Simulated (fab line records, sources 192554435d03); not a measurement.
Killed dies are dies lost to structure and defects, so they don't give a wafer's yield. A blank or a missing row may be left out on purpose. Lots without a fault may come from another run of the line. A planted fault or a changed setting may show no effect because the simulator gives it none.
fab line records | flow n5_finfet
record lots=7 wafers=39
route steps=1938 shown ZERO_LAYER@14 FIN_SAQP@110 SD_EPI_N@279 HKMG_FIN@386 MOL_CONTACT_COAG@544 BEOL_M0_SAQP@648 BEOL_M3@931 BEOL_M4@1070 BEOL_M5@1179 BEOL_M7@1263 BEOL_M9@1460 BEOL_M13@1706 MIM_BOT_ETCH@1866 PASSIVATION@1936
start_h: hours from the record's first day to the start of the lot's first wafer shown | wait_h: hours since the lot's step before | " the same as in the row above | L1.1+2: a row that stands for several wafers | - no value, or no start given | * or withheld: withheld | < > ~ a bound
route shown NAME@n: a module of which the file shows steps, and the number in the route of the first | usual: mean/standard deviation of fault-free wafers | same: alike in all rows | chamber/n: place in a boat | sites: the reading at each site | _std_site: their standard deviation | _edge_site: outer sites' mean less inner sites' | radius_mm: how far each site lies from the wafer's centre | mask NAME#n: copy n | behind: the tool/chamber that last shaped the wafer | hold: why the lot was held/for how many hours/how that ended | device: the transistor (n, p or np) that didn't switch | end of line: the same wafers' tests at the end of the route | a step without rows: its recipe alone | killed: dies lost to structure and defects at the first sort, not the wafer's yield | map: a wafer's dies, x killed, . not, _ none there
set.NAME: the setting as run; set.NAME@STEP: as run at that earlier step | model.NAME: the simulator's own value behind a step, which no gauge read
lots whose settings were changed on purpose; a table a step, a row a wafer
## steps
# step N5_ZERO_LAYER_DESCUM_16
# recipe chemistry=O2 time_s=7.9 source_power_w=50 bias_power_w=20 pressure_mtorr=20 rf_frequency_hz=2.712e+07 temp_c=40 o2_flow_sccm=225
# step N5_FIN_SAQP_DEVELOP_15
# recipe develop_time_s=30 developer=TMAH resist=CAR-ArF dev_temp_c=23 rinse_liquid=diw dry=air_spin
# step N5_SD_EPI_N_ETCH_16
# recipe chemistry=CHF3/O2 target=SiO2 target_depth_a=50 mask_material=SOC pressure_mtorr=30 source_w=650 bias_w=170 Ar_flow_sccm=200 CHF3_flow_sccm=50 O2_flow_sccm=5 ion_energy_ev=200
# step N5_HKMG_FIN_HK_ALD_01
# recipe material=HfO2 target_thk_a=16 temp_c=withheld ald_precursor_family=HfCl4 ald_co_reactant=H2O pulse_time_s=3 purge_time_s=3 co_reactant_purge_time_s=2.5 co_reactant_pulse_time_s=0.3 ald_cycles=30
# step N5_MOL_CONTACT_COAG_ALD_20
# recipe material=TiN target_thk_a=15 temp_c=400 ald_precursor_family=TiCl4 ald_co_reactant=NH3 pulse_time_s=1 purge_time_s=3 co_reactant_purge_time_s=2 co_reactant_pulse_time_s=2 ald_cycles=68 pressure_torr=3
# step N5_BEOL_M0_SAQP_DEVELOP_13
# step N5_BEOL_M3_ILD_DEP_00
# recipe material=SiOC target_thk_a=790 temp_c=350 precursor=DEMS/O2 pressure_torr=5 rf_w=500 time_s=15.3
# step N5_BEOL_M4_TRENCH_ETCH_37
# recipe chemistry=C4F6/O2 target_depth_a=555.55 target=SiOC time_s=29.2 ion_energy_ev=250 pressure_mtorr=30 source_w=355 bias_w=185 Ar_flow_sccm=300 C4F6_flow_sccm=10 O2_flow_sccm=10
# step N5_BEOL_M5_SPUTTER_83
# recipe material=Cu target_thk_a=150 temp_c=-20 chamber_pressure_pa=0.07 power_w=withheld time_s=27.62
# step N5_BEOL_M7_ILD_DEP_00
# recipe material=SiCOH_lowk target_thk_a=1797.5 temp_c=300 precursor=DEMS/porogen pressure_torr=5 rf_w=500 time_s=33.4
# step N5_BEOL_M9_CVD_78
# recipe material=Co target_thk_a=20 temp_c=withheld precursor=CCTBA/H2 pressure_torr=30 time_s=138.9
# step N5_BEOL_M13_SPUTTER_44
# recipe material=Ta target_thk_a=100 temp_c=50 bias_v=80 power_w=15000 chamber_pressure_pa=0.07 time_s=16.13
# step N5_MIM_BOT_ETCH_ETCH_04
# recipe chemistry=CF4/O2 target=SiNx target_depth_a=260 time_s=13 ion_energy_ev=100 pressure_mtorr=40 source_w=535 bias_w=49 Ar_flow_sccm=100 cf4_flow_sccm=100 O2_flow_sccm=10
# step N5_PASSIVATION_PROBE_49
# usual sort_n_pass=1082/18
# columns lot.wafer tool chamber start_h wait_h set.time_s@ZERO_LAYER_DESCUM_16 set.develop_time_s@FIN_SAQP_DEVELOP_15 set.target_depth_a@SD_EPI_N_ETCH_16 set.ald_cycles@HKMG_FIN_HK_ALD_01 set.ald_cycles@MOL_CONTACT_COAG_ALD_20 set.develop_time_s@BEOL_M0_SAQP_DEVELOP_13 set.target_thk_a@BEOL_M3_ILD_DEP_00 set.time_s@BEOL_M4_TRENCH_ETCH_37 set.time_s@BEOL_M5_SPUTTER_83 set.target_thk_a@BEOL_M7_ILD_DEP_00 set.target_thk_a@BEOL_M9_CVD_78 set.target_thk_a@BEOL_M13_SPUTTER_44 set.time_s@MIM_BOT_ETCH_ETCH_04 sort_n_pass
L075.1 prober-02 - 301.90 0.0 6.542 30 27.83 19 33 30 396.3 29.2 27.62 1797.5 20 45.62 8.351 0
L075.2 prober-02 - 301.95 0.1 7.9 24.17 50 19 33 30 790 19.81 18.91 1797.5 20 100 8.351 0
L075.3 prober-02 - 302.00 0.1 6.542 24.17 27.83 19 68 43.51 396.3 19.81 18.91 1039 20 45.62 8.351 0
L075.4 prober-02 - 302.05 0.2 7.9 24.17 27.83 30 68 43.51 790 29.2 27.62 1039 20 100 13 742
L075.5 prober-02 - 302.10 0.2 6.542 30 50 30 68 30 790 19.81 27.62 1039 20 45.62 13 324
L075.6 prober-02 - 302.15 0.3 7.9 30 50 30 33 43.51 396.3 29.2 18.91 1797.5 20 100 13 0
L081.1 prober-02 - 331.59 0.0 4.868 30 29.62 30 99 45.89 790 21.51 35.1 2779 8.471 100 13 0
L081.2 prober-02 - 331.64 0.1 4.868 30 29.62 30 68 30 1213 21.51 35.1 2779 8.471 100 15.35 0
L081.3 prober-02 - 331.69 0.1 7.9 30 29.62 43 68 45.89 1213 29.2 27.62 1797.5 8.471 100 15.35 0
L081.4 prober-02 - 331.74 0.2 7.9 30 50 30 99 45.89 790 29.2 27.62 2779 20 100 13 0
L081.5 prober-02 - 331.79 0.2 7.9 30 50 43 99 30 1213 21.51 27.62 1797.5 20 100 13 0
L081.6 prober-02 - 331.84 0.3 4.868 30 50 43 68 30 790 29.2 35.1 1797.5 20 100 15.35 1065
L084.1 prober-02 - 337.00 0.0 7.9 30 34.58 30 86 21.88 647.3 45.29 18.26 1797.5 12.36 45.06 13 1024
L084.2 prober-02 - 337.05 0.1 11.68 30 50 30 86 30 647.3 29.2 18.26 2262 12.36 45.06 6.246 33
L084.3 prober-02 - 337.10 0.1 7.9 30 50 30 68 30 790 45.29 18.26 2262 20 100 6.246 72
L084.4 prober-02 - 337.15 0.2 11.68 30 34.58 43 68 30 647.3 45.29 27.62 1797.5 20 100 6.246 22
L084.5 prober-02 - 337.20 0.2 7.9 30 50 43 86 21.88 790 29.2 27.62 1797.5 20 45.06 13 1058
L084.6 prober-02 - 337.25 0.3 11.68 30 34.58 43 68 21.88 790 29.2 27.62 2262 12.36 100 13 1068
L083.1 prober-01 - 342.09 0.0 11.2 17.89 78.85 21 68 30 790 29.2 27.62 2146 20 117.4 15.85 0
L083.2 prober-01 - 342.14 0.1 11.2 30 50 21 53 30 790 23.71 37.02 2146 26.26 100 13 0
L083.3 prober-01 - 342.19 0.1 11.2 17.89 50 30 53 30 790 29.2 27.62 1797.5 26.26 100 15.85 1090
L083.4 prober-01 - 342.24 0.2 7.9 17.89 78.85 30 53 40.95 790 29.2 37.02 2146 20 117.4 13 1088
L083.5 prober-01 - 342.29 0.2 7.9 30 50 30 68 40.95 790 23.71 27.62 1797.5 20 100 15.85 1041
L083.6 prober-01 - 342.34 0.3 7.9 30 78.85 21 68 40.95 790 23.71 37.02 1797.5 26.26 117.4 13 0
L086.1 prober-02 - 360.48 0.0 7.9 30 60.47 17 68 13.03 790 15.13 27.62 1797.5 20 100 20.47 0
L086.2 prober-02 - 360.53 0.1 7.9 20.37 60.47 17 107 13.03 790 29.2 27.62 2116 10.38 100 20.47 0
L086.3 prober-02 - 360.58 0.1 7.9 30 50 30 107 30 790 15.13 27.62 1797.5 10.38 100 13 0
L086.4 prober-02 - 360.63 0.2 7.9 20.37 50 30 68 13.03 790 15.13 27.62 2116 10.38 100 13 1
L086.5 prober-02 - 360.68 0.2 7.9 20.37 50 17 68 30 790 29.2 27.62 1797.5 20 100 20.47 0
L086.6 prober-02 - 360.73 0.3 7.9 30 60.47 30 107 30 790 29.2 27.62 2116 20 100 13 1083
L089.1 prober-01 - 386.55 0.0 7.9 23.08 66.51 16 68 30 946.1 29.2 41.96 1797.5 23.54 144.7 10.69 0
L089.2 prober-01 - 386.60 0.1 10.28 30 50 30 68 30 946.1 29.2 27.62 1797.5 20 144.7 13 1075
L089.3 prober-01 - 386.65 0.1 10.28 30 66.51 30 68 30 946.1 45.17 41.96 1108 20 100 10.69 498
L089.4 prober-01 - 386.70 0.2 10.28 23.08 50 16 68 30 790 45.17 27.62 1108 23.54 144.7 13 0
L089.5 prober-01 - 386.75 0.2 7.9 23.08 50 30 68 30 790 29.2 41.96 1108 20 100 13 623
L089.6 prober-01 - 386.80 0.3 7.9 30 66.51 16 68 30 790 45.17 27.62 1797.5 23.54 100 10.69 0
L093.3 prober-01 - 416.28 0.1 7.9 30 50 30 68 30 790 29.2 27.62 1797.5 20 100 13 1077
L093.5 prober-01 - 416.38 0.2 7.9 30 50 30 68 30 790 29.2 27.62 1797.5 20 100 13 1070
L093.6 prober-01 - 416.43 0.3 7.9 30 50 30 68 30 790 29.2 27.62 1797.5 20 100 13 1072
# killed by level:class
L075.1 BEOL_M3:area_dep=1096 GATE_CUT:geometric_particle:short=12 STI_FIN_REVEAL:geometric_particle:open=9 BEOL_M4:geometric_particle:open=8 GATE_CUT:geometric_particle:open=5 FIN_SAQP:geometric_particle:short=4 MOL_CONTACT_COAG:geometric_particle:open=4 BEOL_M2:geometric_particle:open=4
L075.2 BEOL_M4:area_ecd=238 MIM_BOT_ETCH:area_etch=45 BEOL_M5:geometric_particle:open=9 STI_FIN_REVEAL:geometric_particle:open=8 GATE_CUT:geometric_particle:short=6 BEOL_M0_SAQP:geometric_particle:short=6 GATE_CUT:geometric_particle:open=5 BEOL_M5:interface_void_opened=5
L075.3 BEOL_M3:area_dep=1072 MOL_CONTACT_COAG:geometric_particle:open=11 BEOL_M4:geometric_particle:short=7 BEOL_M4:geometric_particle:open=7 BEOL_M0_SAQP:geometric_particle:short=6 BEOL_M0_SAQP:geometric_particle:open=6 BEOL_M3:geometric_particle:open=6 BEOL_M5:interface_void_opened=6
L075.4 BEOL_M7:area_dep=346 STI_FIN_REVEAL:geometric_particle:open=20 DUMMY_GATE:geometric_particle:open=5 BEOL_M4:geometric_particle:open=5 MIM_TOP:geometric_particle:open=4 MOL_CONTACT_COAG:geometric_particle:open=4 BEOL_M0_SAQP:geometric_particle:short=4 BEOL_M3:geometric_particle:open=4
L075.5 BEOL_M7:area_dep=718 BEOL_M4:area_ecd=51 GATE_CUT:geometric_particle:short=9 MOL_CONTACT_COAG:geometric_particle:open=8 BEOL_M2:geometric_particle:open=6 BEOL_M4:geometric_particle:open=6 STARTING-WAFER:geometric_particle:open=5 BEOL_M0_SAQP:geometric_particle:open=4
L075.6 BEOL_M3:area_dep=1088 MOL_CONTACT_COAG:geometric_particle:open=12 GATE_CUT:geometric_particle:short=9 BEOL_M0_SAQP:geometric_particle:short=9 STI_FIN_REVEAL:geometric_particle:open=6 BEOL_M4:geometric_particle:open=6 STARTING-WAFER:geometric_particle:open=6 FIN_SAQP:geometric_particle:short=5
L081.1 BEOL_M7:area_etch=1082 BEOL_M3:geometric_particle:open=15 MOL_CONTACT_COAG:geometric_particle:open=9 BEOL_M1:geometric_particle:open=8 BEOL_M2:geometric_particle:short=7 STI_FIN_REVEAL:geometric_particle:open=6 BEOL_M0_SAQP:geometric_particle:short=6 MOL_CONTACT_COAG:geometric_particle:short=5
L081.2 BEOL_M3:area_dep=1049 BEOL_M0_SAQP:geometric_particle:short=17 BEOL_M1:geometric_particle:open=10 BEOL_M4:geometric_particle:open=10 BEOL_M0_SAQP:geometric_particle:open=9 MOL_CONTACT_COAG:geometric_particle:open=7 BEOL_M3:geometric_particle:open=7 BEOL_M5:geometric_particle:open=6
L081.3 BEOL_M3:area_dep=1060 MOL_CONTACT_COAG:geometric_particle:open=14 BEOL_M0_SAQP:geometric_particle:short=13 BEOL_M2:geometric_particle:open=9 FIN_SAQP:geometric_particle:open=8 STI_FIN_REVEAL:geometric_particle:open=8 DUMMY_GATE:geometric_particle:open=8 BEOL_M1:geometric_particle:open=6
L081.4 BEOL_M7:area_etch=1081 BEOL_M0_SAQP:geometric_particle:open=13 STI_FIN_REVEAL:geometric_particle:open=12 MOL_CONTACT_COAG:geometric_particle:open=12 BEOL_M3:geometric_particle:open=9 BEOL_M0_SAQP:geometric_particle:short=8 BEOL_M4:geometric_particle:open=5 GATE_CUT:geometric_particle:open=4
L081.5 BEOL_M3:area_dep=1083 STI_FIN_REVEAL:geometric_particle:open=12 MOL_CONTACT_COAG:geometric_particle:open=10 BEOL_M2:geometric_particle:open=9 GATE_CUT:geometric_particle:short=8 BEOL_M0_SAQP:geometric_particle:short=8 BEOL_M3:geometric_particle:open=6 MOL_CONTACT_COAG:geometric_particle:short=5
L081.6 BEOL_M0_SAQP:geometric_particle:short=10 BEOL_M0_SAQP:geometric_particle:open=10 STI_FIN_REVEAL:geometric_particle:open=7 MOL_CONTACT_COAG:geometric_particle:open=7 HKMG_FIN:area_etch=7 BEOL_M3:geometric_particle:open=6 DUMMY_GATE:geometric_particle:open=6 BEOL_M1:geometric_particle:open=6
L084.1 BEOL_M3:area_ecd=50 MOL_CONTACT_COAG:geometric_particle:open=11 STI_FIN_REVEAL:geometric_particle:open=9 DUMMY_GATE:geometric_particle:open=9 BEOL_M1:geometric_particle:open=8 BEOL_M2:geometric_particle:open=7 BEOL_M3:geometric_particle:open=6 HKMG_FIN:area_etch=6
L084.2 MIM_BOT_ETCH:area_etch=1003 MOL_CONTACT_COAG:geometric_particle:open=22 BEOL_M3:geometric_particle:open=17 BEOL_M4:geometric_particle:open=11 MOL_CONTACT_COAG:geometric_particle:short=8 BEOL_M1:geometric_particle:open=7 GATE_CUT:geometric_particle:short=7 BEOL_M0_SAQP:geometric_particle:short=6
L084.3 MIM_BOT_ETCH:area_etch=985 MOL_CONTACT_COAG:geometric_particle:open=28 BEOL_M3:geometric_particle:open=10 BEOL_M4:geometric_particle:open=9 FIN_SAQP:geometric_particle:open=8 BEOL_M0_SAQP:geometric_particle:short=8 DUMMY_GATE:geometric_particle:open=6 FIN_SAQP:geometric_particle:short=5
L084.4 MIM_BOT_ETCH:area_etch=1043 MOL_CONTACT_COAG:geometric_particle:open=21 STI_FIN_REVEAL:geometric_particle:open=14 BEOL_M4:geometric_particle:open=10 FIN_SAQP:geometric_particle:open=7 BEOL_M1:geometric_particle:open=7 MOL_CONTACT_COAG:geometric_particle:short=5 BEOL_M3:geometric_particle:open=5
L084.5 BEOL_M4:geometric_particle:open=18 MOL_CONTACT_COAG:geometric_particle:open=15 BEOL_M3:geometric_particle:open=9 BEOL_M1:geometric_particle:open=8 BEOL_M2:geometric_particle:open=8 STI_FIN_REVEAL:geometric_particle:open=7 FIN_SAQP:geometric_particle:open=6 BEOL_M0_SAQP:geometric_particle:open=6
L084.6 MOL_CONTACT_COAG:geometric_particle:open=24 DUMMY_GATE:geometric_particle:open=7 BEOL_M4:geometric_particle:open=7 BEOL_M0:geometric_particle:open=6 BEOL_M1:geometric_particle:open=6 BEOL_M2:geometric_particle:open=6 BEOL_M0_SAQP:geometric_particle:short=5 BEOL_M3:geometric_particle:open=5
L083.1 FIN_SAQP:geometric_particle:short=12 MOL_CONTACT_COAG:geometric_particle:open=12 FIN_SAQP:geometric_particle:open=7 DUMMY_GATE:geometric_particle:open=7 STARTING-WAFER:geometric_particle:short=7 STI_FIN_REVEAL:geometric_particle:open=6 BEOL_M0_SAQP:geometric_particle:short=6 BEOL_M3:geometric_particle:short=5
L083.2 FIN_SAQP:geometric_particle:short=22 MOL_CONTACT_COAG:geometric_particle:open=12 BEOL_M0_SAQP:geometric_particle:open=10 BEOL_M0_SAQP:geometric_particle:short=9 FIN_SAQP:geometric_particle:open=7 STI_FIN_REVEAL:geometric_particle:open=6 BEOL_M1:geometric_particle:open=6 BEOL_M6:geometric_particle:open=6
L083.3 FIN_SAQP:geometric_particle:open=14 MOL_CONTACT_COAG:geometric_particle:open=9 BEOL_M0_SAQP:geometric_particle:short=7 BEOL_M0_SAQP:geometric_particle:open=6 BEOL_M3:geometric_particle:short=5 FIN_SAQP:geometric_particle:short=4 BEOL_M1:geometric_particle:open=4 BEOL_M2:geometric_particle:open=4
L083.4 STI_FIN_REVEAL:geometric_particle:open=14 FIN_SAQP:geometric_particle:short=10 MOL_CONTACT_COAG:geometric_particle:open=10 FIN_SAQP:geometric_particle:open=6 BEOL_M0_SAQP:geometric_particle:short=6 BEOL_M0_SAQP:geometric_particle:open=6 BEOL_M1:geometric_particle:open=6 BEOL_M2:geometric_particle:open=3
L083.5 BEOL_M4:area_ecd=24 BEOL_M0_SAQP:geometric_particle:short=17 BEOL_M0_SAQP:geometric_particle:open=17 MOL_CONTACT_COAG:geometric_particle:open=10 BEOL_M3:geometric_particle:short=9 STI_FIN_REVEAL:geometric_particle:open=7 BEOL_M2:geometric_particle:open=5 BEOL_M3:geometric_particle:open=5
L083.6 FIN_SAQP:geometric_particle:short=11 FIN_SAQP:geometric_particle:open=9 BEOL_M4:area_ecd=6 MOL_CONTACT_COAG:geometric_particle:open=5 MOL_CONTACT_COAG:geometric_particle:short=5 BEOL_M0_SAQP:geometric_particle:open=5 BEOL_M1:geometric_particle:open=5 BEOL_M2:geometric_particle:open=5
L086.1 BEOL_M4:area_ecd=1049 FIN_SAQP:geometric_particle:open=15 MOL_CONTACT_COAG:geometric_particle:open=13 MOL_CONTACT_COAG:geometric_particle:short=9 FIN_SAQP:geometric_particle:short=8 BEOL_M0_SAQP:geometric_particle:short=8 BEOL_M1:geometric_particle:open=7 BEOL_M0_SAQP:geometric_particle:open=5
L086.2 FIN_SAQP:geometric_particle:open=16 MOL_CONTACT_COAG:geometric_particle:open=14 BEOL_M0_SAQP:geometric_particle:short=12 BEOL_M0_SAQP:geometric_particle:open=10 FIN_SAQP:geometric_particle:short=9 STI_FIN_REVEAL:geometric_particle:open=9 BEOL_M1:geometric_particle:open=9 BEOL_M2:geometric_particle:open=7
L086.3 BEOL_M4:area_ecd=1067 BEOL_M1:geometric_particle:open=14 FIN_SAQP:geometric_particle:open=12 MOL_CONTACT_COAG:geometric_particle:open=12 BEOL_M0_SAQP:geometric_particle:short=7 BEOL_M4:geometric_particle:open=7 DUMMY_GATE:geometric_particle:open=6 BEOL_M0_SAQP:geometric_particle:open=5
L086.4 BEOL_M4:area_ecd=1033 BEOL_M0_SAQP:geometric_particle:short=21 BEOL_M0_SAQP:geometric_particle:open=18 FIN_SAQP:geometric_particle:open=16 BEOL_M1:geometric_particle:open=13 MOL_CONTACT_COAG:geometric_particle:open=10 BEOL_M2:geometric_particle:open=10 BEOL_M4:geometric_particle:open=10
L086.5 FIN_SAQP:geometric_particle:open=16 MOL_CONTACT_COAG:geometric_particle:open=14 FIN_SAQP:geometric_particle:short=11 BEOL_M0:geometric_particle:open=10 BEOL_M0_SAQP:geometric_particle:open=10 BEOL_M0_SAQP:geometric_particle:short=9 BEOL_M1:geometric_particle:open=5 BEOL_M4:geometric_particle:open=5
L086.6 MOL_CONTACT_COAG:geometric_particle:open=15 BEOL_M0_SAQP:geometric_particle:open=11 BEOL_M1:geometric_particle:open=10 FIN_SAQP:geometric_particle:open=7 BEOL_M0_SAQP:geometric_particle:short=7 FIN_SAQP:geometric_particle:short=5 BEOL_M4:geometric_particle:open=5 STI_FIN_REVEAL:geometric_particle:open=4
L089.1 FIN_SAQP:geometric_particle:short=11 DUMMY_GATE:geometric_particle:open=9 FIN_SAQP:geometric_particle:open=7 MOL_CONTACT_COAG:geometric_particle:open=5 BEOL_M0_SAQP:geometric_particle:open=5 BEOL_M1:geometric_particle:open=5 BEOL_M2:geometric_particle:open=5 STI_FIN_REVEAL:geometric_particle:open=4
L089.2 BEOL_M0_SAQP:geometric_particle:short=16 BEOL_M0_SAQP:geometric_particle:open=11 BEOL_M1:geometric_particle:open=6 BEOL_M3:geometric_particle:open=6 BEOL_M8:geometric_particle:open=6 FIN_SAQP:geometric_particle:open=5 MOL_CONTACT_COAG:geometric_particle:open=5 FIN_SAQP:geometric_particle:short=4
L089.3 BEOL_M7:area_dep=577 BEOL_M2:geometric_particle:open=12 BEOL_M0_SAQP:geometric_particle:short=8 MOL_CONTACT_COAG:geometric_particle:open=8 FIN_SAQP:geometric_particle:short=7 DUMMY_GATE:geometric_particle:open=6 BEOL_M0_SAQP:geometric_particle:open=6 BEOL_M1:geometric_particle:open=5
L089.4 BEOL_M7:area_dep=494 FIN_SAQP:geometric_particle:open=5 BEOL_M0_SAQP:geometric_particle:open=5 FIN_SAQP:geometric_particle:short=4 MOL_CONTACT_COAG:geometric_particle:open=4 BEOL_M0_SAQP:geometric_particle:short=4 BEOL_M1:geometric_particle:open=3 BEOL_M2:geometric_particle:open=3
L089.5 BEOL_M7:area_dep=471 FIN_SAQP:geometric_particle:short=13 FIN_SAQP:geometric_particle:open=10 BEOL_M0_SAQP:geometric_particle:open=9 BEOL_M2:geometric_particle:open=9 DUMMY_GATE:geometric_particle:open=5 BEOL_M0_SAQP:geometric_particle:short=5 MOL_CONTACT_COAG:geometric_particle:open=3
L089.6 FIN_SAQP:geometric_particle:open=13 FIN_SAQP:geometric_particle:short=8 BEOL_M0_SAQP:geometric_particle:open=8 BEOL_M0_SAQP:geometric_particle:short=7 MOL_CONTACT_COAG:geometric_particle:open=6 STARTING-WAFER:geometric_particle:short=4 DUMMY_GATE:geometric_particle:open=3 MOL_CONTACT_COAG:geometric_particle:short=3
L093.3 MOL_CONTACT_COAG:geometric_particle:open=21 STI_FIN_REVEAL:geometric_particle:open=12 FIN_SAQP:geometric_particle:open=6 BEOL_M0_SAQP:geometric_particle:open=6 MOL_CONTACT_COAG:geometric_particle:short=5 BEOL_M0_SAQP:geometric_particle:short=5 BEOL_M1:geometric_particle:open=5 BEOL_M2:geometric_particle:open=5
L093.5 STI_FIN_REVEAL:geometric_particle:open=14 MOL_CONTACT_COAG:geometric_particle:open=11 BEOL_M1:geometric_particle:open=11 BEOL_M0_SAQP:geometric_particle:short=8 FIN_SAQP:geometric_particle:open=7 BEOL_M2:geometric_particle:open=5 FIN_SAQP:geometric_particle:short=4 DUMMY_GATE:geometric_particle:open=4
L093.6 STI_FIN_REVEAL:geometric_particle:open=11 GATE_CUT:geometric_particle:short=8 MOL_CONTACT_COAG:geometric_particle:open=7 BEOL_M1:geometric_particle:open=6 BEOL_M0_SAQP:geometric_particle:short=6 BEOL_M5:geometric_particle:open=6 BEOL_M0_SAQP:geometric_particle:open=5 BEOL_M3:geometric_particle:open=5
## key
split step=N5_ZERO_LAYER_DESCUM_16 setting=time_s stated_as=7.9
response none clear
split step=N5_FIN_SAQP_DEVELOP_15 setting=develop_time_s stated_as=30
response none clear
split step=N5_SD_EPI_N_ETCH_16 setting=target_depth_a stated_as=50
response none clear
split step=N5_HKMG_FIN_HK_ALD_01 setting=ald_cycles stated_as=30
response step=N5_PASSIVATION_PROBE_49 reading=sort_n_pass slope=+17.9 per=1% together_with=all explained=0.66
split step=N5_MOL_CONTACT_COAG_ALD_20 setting=ald_cycles stated_as=68
response none clear
split step=N5_BEOL_M0_SAQP_DEVELOP_13 setting=develop_time_s stated_as=30
response none clear
split step=N5_BEOL_M3_ILD_DEP_00 setting=target_thk_a stated_as=790
response none clear
split step=N5_BEOL_M4_TRENCH_ETCH_37 setting=time_s stated_as=29.2
response none clear
split step=N5_BEOL_M5_SPUTTER_83 setting=time_s stated_as=27.62
response none clear
split step=N5_BEOL_M7_ILD_DEP_00 setting=target_thk_a stated_as=1797.5
response none clear
split step=N5_BEOL_M9_CVD_78 setting=target_thk_a stated_as=20
response none clear
split step=N5_BEOL_M13_SPUTTER_44 setting=target_thk_a stated_as=100
response none clear
split step=N5_MIM_BOT_ETCH_ETCH_04 setting=time_s stated_as=13
response none clear
